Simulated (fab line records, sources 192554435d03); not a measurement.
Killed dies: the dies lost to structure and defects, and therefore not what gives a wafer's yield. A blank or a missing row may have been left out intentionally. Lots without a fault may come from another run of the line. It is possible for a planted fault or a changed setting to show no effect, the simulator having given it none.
Matching of chambers + flow n5 finfet + N5_BEOL_M9_ETCH_65 on rie diel-06: 4 sister chambers
The step etches SiARC in CF4, target depth 15.6 nm, time 26 s. 4 wafers are shown with their chamber, then 8 later ones without.

## WAFERS, EACH WITH ITS CHAMBER
| wafer  | chamber | showerhead plenum p Torr (Torr) |
|--------|---------|---------------------------------|
| L079.1 | 0       | 2.03                            |
| L080.5 | 1       | 2.09                            |
| L082.4 | 2       | 2.19                            |
| L086.3 | 3       | 2.07                            |

## WAFERS MISSING THEIR CHAMBER
| wafer  | showerhead plenum p Torr (Torr) |
|--------|---------------------------------|
| L086.4 | 2.18                            |
| L086.6 | 2.18                            |
| L092.1 | 2.28                            |
| L092.3 | 2.07                            |
| L092.4 | 2.08                            |
| L096.1 | 2.18                            |
| L096.4 | 2.08                            |
| L096.6 | 2.18                            |

## THE CHAMBER EACH PASSED THROUGH
| wafer  | from the rows above          | in truth                   |
|--------|------------------------------|----------------------------|
| L086.4 | 2                            | 2                          |
| L086.6 | 2                            | 2                          |
| L092.1 | 2                            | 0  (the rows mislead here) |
| L092.3 | can't be placed: 3 or 1 or 0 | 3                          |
| L092.4 | can't be placed: 1 or 3 or 0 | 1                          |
| L096.1 | 2                            | 2                          |
| L096.4 | can't be placed: 1 or 3 or 0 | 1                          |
| L096.6 | 2                            | 2                          |
4 of 8 placed correctly. Can't be placed from these rows: 3 (the true chamber is among the candidates in 3). Number placed wrongly: 1.
How it was worked out, from the rows above alone: a wafer's distance from a chamber is the root of the sum, over the readings, of the square of ((its reading less the chamber's mean) divided by the reading's scatter). If the next closest chamber is less than 2 further off than the closest, the wafer can't be placed; otherwise it belongs to the closest. Each chamber's mean is taken over the wafers shown for it. The scatter (one wafer shown for each chamber): square how far every hidden wafer sits from the nearest shown wafer, average those squares and take the square root.
